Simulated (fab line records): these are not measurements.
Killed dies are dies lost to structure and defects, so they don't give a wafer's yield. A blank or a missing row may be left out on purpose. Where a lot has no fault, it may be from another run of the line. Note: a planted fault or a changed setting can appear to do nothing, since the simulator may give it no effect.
Matching of chambers :: flow n5_finfet :: N5_DUMMY_GATE_HM_OPEN_21 on rie_diel-02: 4 sister chambers
The step chemistry CH3F/O2, target SiNx, target depth 120 nm, time 171.4 s. 7 wafers are shown with their chamber, then 7 later ones without.

WAFERS WITH THEIR CHAMBER
wafer: L089.4
chamber: 3
throttle_valve_pct (%): 16.10
rf_vpp_V (V): 300.4

wafer: L089.6
chamber: 1
throttle_valve_pct (%): 16.32
rf_vpp_V (V): 300.4

wafer: L091.2
chamber: 2
throttle_valve_pct (%): 16.46
rf_vpp_V (V): 306.7

wafer: L091.3
chamber: 1
throttle_valve_pct (%): 16.32
rf_vpp_V (V): 301.1

wafer: L091.4
chamber: 3
throttle_valve_pct (%): 16.11
rf_vpp_V (V): 301.1

wafer: L094.2
chamber: 2
throttle_valve_pct (%): 16.48
rf_vpp_V (V): 306.0

wafer: L094.4
chamber: 0
throttle_valve_pct (%): 16.12
rf_vpp_V (V): 302.2

WAFERS WHOSE CHAMBER IS MISSING
wafer: L094.5
throttle_valve_pct (%): 16.46
rf_vpp_V (V): 306.4

wafer: L095.1
throttle_valve_pct (%): 16.13
rf_vpp_V (V): 302.0

wafer: L095.3
throttle_valve_pct (%): 16.46
rf_vpp_V (V): 306.3

wafer: L095.6
throttle_valve_pct (%): 16.33
rf_vpp_V (V): 299.7

wafer: L097.1
throttle_valve_pct (%): 16.49
rf_vpp_V (V): 306.2

wafer: L097.2
throttle_valve_pct (%): 16.34
rf_vpp_V (V): 303.1

wafer: L097.5
throttle_valve_pct (%): 16.48
rf_vpp_V (V): 306.8

EACH ONE'S CHAMBER
wafer: L094.5
from the rows above: 2
in truth: 2

wafer: L095.1
from the rows above: 0
in truth: 0

wafer: L095.3
from the rows above: 2
in truth: 2

wafer: L095.6
from the rows above: 1
in truth: 1

wafer: L097.1
from the rows above: 2
in truth: 2

wafer: L097.2
from the rows above: 1
in truth: 1

wafer: L097.5
from the rows above: 2
in truth: 2
Correct placement for 7 of the 7. Can't be placed from these rows: 0. Number placed wrongly: 0.
How it was worked out, from the rows above alone: a wafer's distance from a chamber is the root of the sum, over the readings, of the square of ((its reading less the chamber's mean) divided by the reading's scatter). The wafer belongs to the nearest chamber; if the next one is less than 2 further off, it can't be placed. For every chamber, the mean is computed from those of its wafers that are shown. The scatter is the square root of a quotient: the sum, over the shown wafers, of each reading's squared deviation from its chamber's mean, divided by wafers minus chambers.
